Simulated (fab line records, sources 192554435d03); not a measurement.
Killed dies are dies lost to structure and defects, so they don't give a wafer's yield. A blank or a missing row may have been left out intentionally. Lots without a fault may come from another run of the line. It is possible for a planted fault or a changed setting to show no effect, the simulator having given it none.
A struck lot beside a sound one | flow n5Finfet | 18 steps out of a route of 1938
Sound: these wafers, L106.2, L106.5, L106.6. Wafers struck: L107.1, L107.2, L107.5. Last of all comes the cause.
For every step that has rows: the tool of each side, followed by ch and its chambers, followed by its first start. Under that, the readings that differ: sound wafers | struck wafers | difference of the means | sigmas: that difference in standard deviations of wafers without a fault.
alike: same words and numbers on both sides, and readings whose means sit less than 2 such deviations apart. not compared: any withheld reading, any reading some wafer has no value for, any bound like >300 that may hide the same value, and any number with overlapping values for which the record gives no deviation.
Wherever a step has rows on one side only, a row that says differs or no value, or a row with sigmas, the two part there. Numbers that don't overlap but have no deviation are shown without sigmas and don't part them. A reading missing from all wafers of one side parts the sides only when that side holds two or more wafers.

N5_BEOL_M0_SAQP_STRIP_86: strips in N2/H2.
  sound on rieDiel-06 ch 1,2,3, day 7 09:14; struck on rieDiel-02 ch 1,3, day 7 19:22
  alike: drypumpMotorCurrentA, oesProductAu, rfVppV, showerheadPlenumPTorr, throttleValvePct
  not compared: rfHoursCounterH
then, 3 steps without rows for these wafers: N5_BEOL_M0_SAQP_STRIP_115 (strips in post etch residue remover, time 60 s); N5_BEOL_M0_SAQP_SRD_93 (time 30 s); N5_BEOL_M0_SAQP_RECESS_114 (chemistry HF/NH3, target SiO2, target depth 14.4 nm, afs cycles 3, sublimation time 60 s).
N5_BEOL_M0_SAQP_SPACER1_ALD_98: deposits SiO2, target thk 12.8 nm, pulse time 1 s, purge time 2 s.
  sound on aldSin-04 ch 0,1, day 7 09:45; struck on aldSin-04 ch 2,3, day 7 19:53
  alike: heaterPowerW, precursorPulseHeightRel
then, 1 step without rows for these wafers: N5_BEOL_M0_SAQP_SPACER1_ETCHBACK_99 (etches SiO2 in CHF3/O2, target depth 15.4 nm, time 7.7 s).
N5_BEOL_M0_SAQP_MANDREL1_REMOVE_100: chemistry HBr/Cl2/O2, target a-Si, stops on SiNx, bt time 10 s.
  sound on rieSi-06 ch 0,1,3, day 7 10:19; struck on rieSi-06 ch 2,3, day 7 20:27
  alike: drypumpMotorCurrentA, mfcCl2Sccm, oesProductAu, throttleValvePct
  not compared: rfHoursCounterH
N5_BEOL_M0_SAQP_CD_MEAS_25: target cd 13.1 nm.
  sound on cdSem-03 ch 0, day 7 10:25; struck on cdSem-02 ch 0, day 7 20:34
  alike: cdNm
then, 1 step without rows for these wafers: N5_BEOL_M0_SAQP_ETCH_101 (etches SiNx in CH3F/O2, target depth 29.9 nm, time 42.7 s).
N5_BEOL_M0_SAQP_ETCH_102: etches SiO2 in CF4, target depth 4 nm, time 4.4 s.
  sound on rieSi-02 ch 1,2,3, day 7 10:40; struck on rieSi-02 ch 0,1,3, day 7 20:42
  alike: drypumpMotorCurrentA, oesProductAu, throttleValvePct
  not compared: rfHoursCounterH
N5_BEOL_M0_SAQP_MANDREL_ETCH_103: etches a-Si in HBr/Cl2, stops on SiCN, target depth 45 nm, bt time 10 s, time 27 s.
  sound on rieSi-02 ch 1,2,3, day 7 10:42; struck on rieSi-02 ch 0,1,3, day 7 20:44
  alike: drypumpMotorCurrentA, mfcCl2Sccm, oesProductAu, throttleValvePct
  not compared: rfHoursCounterH
then, 1 step without rows for these wafers: N5_BEOL_M0_SAQP_RECESS_104 (chemistry HF/NH3, target SiO2, target depth 18 nm, afs cycles 3, sublimation time 60 s).
N5_BEOL_M0_SAQP_COAT_105: time 60 s, resist thk 100 nm.
  sound on lithoTrack-01 ch 0, day 7 11:10; struck on lithoTrack-01 ch 0, day 7 21:12
reading                                       | sound                | struck               | difference | sigmas
spinSpeedRpm (rpm)                            | 1499.6 1499.9 1499.1 | 1369.2 1373.4 1372.6 | -127.8     | -99 or more
model.SOC_of_BEOL_M0_SAQP_COAT_105.thkNm (nm) | 100 100 100.2        | 105 104.8 104.8      | +5         | 
  alike: plateTempC
then, 1 step without rows for these wafers: N5_BEOL_M0_SAQP_ETCH_106 (etches SOC in N2/H2, stops on SiNx, target depth 150 nm).
N5_BEOL_M0_SAQP_ETCH_107: etches SiNx in CH3F/O2, target depth 30 nm.
  sound on rieDiel-05 ch 0,2,3, day 7 11:17; struck on rieDiel-02 ch 0,2,3, day 7 21:19
  alike: drypumpMotorCurrentA, oesProductAu, rfVppV, showerheadPlenumPTorr, throttleValvePct
  not compared: rfHoursCounterH, model.SOC_of_BEOL_M0_SAQP_COAT_105.thkNm
then, 1 step without rows for these wafers: N5_BEOL_M0_SAQP_STRIP_108 (strips in N2/H2).
-- here the record skips 4 days between the struck wafers' starts before and after, leaving off in module BEOL_M0_SAQP and picking up in module BEOL_M4 (first step shown: number 1111 of the route) --
N5_BEOL_M4_RC_MEAS_101:
  sound on prober-02 ch 0, day 12 06:08; struck on prober-01 ch 0, day 12 08:56
  alike: DIBL_N, DIBL_P, IOFF_N, IOFF_P, ION_N, ION_P, SS_N, SS_P, VT_N, VT_P
then, 1 step without rows for these wafers: N5_PASSIVATION_PROBE_49.

## WHERE THEY PART
N5_BEOL_M0_SAQP_COAT_105 only, going by this record. Later steps at which nothing parts them and some readings are alike: N5_BEOL_M0_SAQP_ETCH_107, N5_BEOL_M4_RC_MEAS_101.

WHY: the cause the simulator had injected
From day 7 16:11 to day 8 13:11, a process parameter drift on lithoTrack-01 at N5_BEOL_M0_SAQP_COAT_105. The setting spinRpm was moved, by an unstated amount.
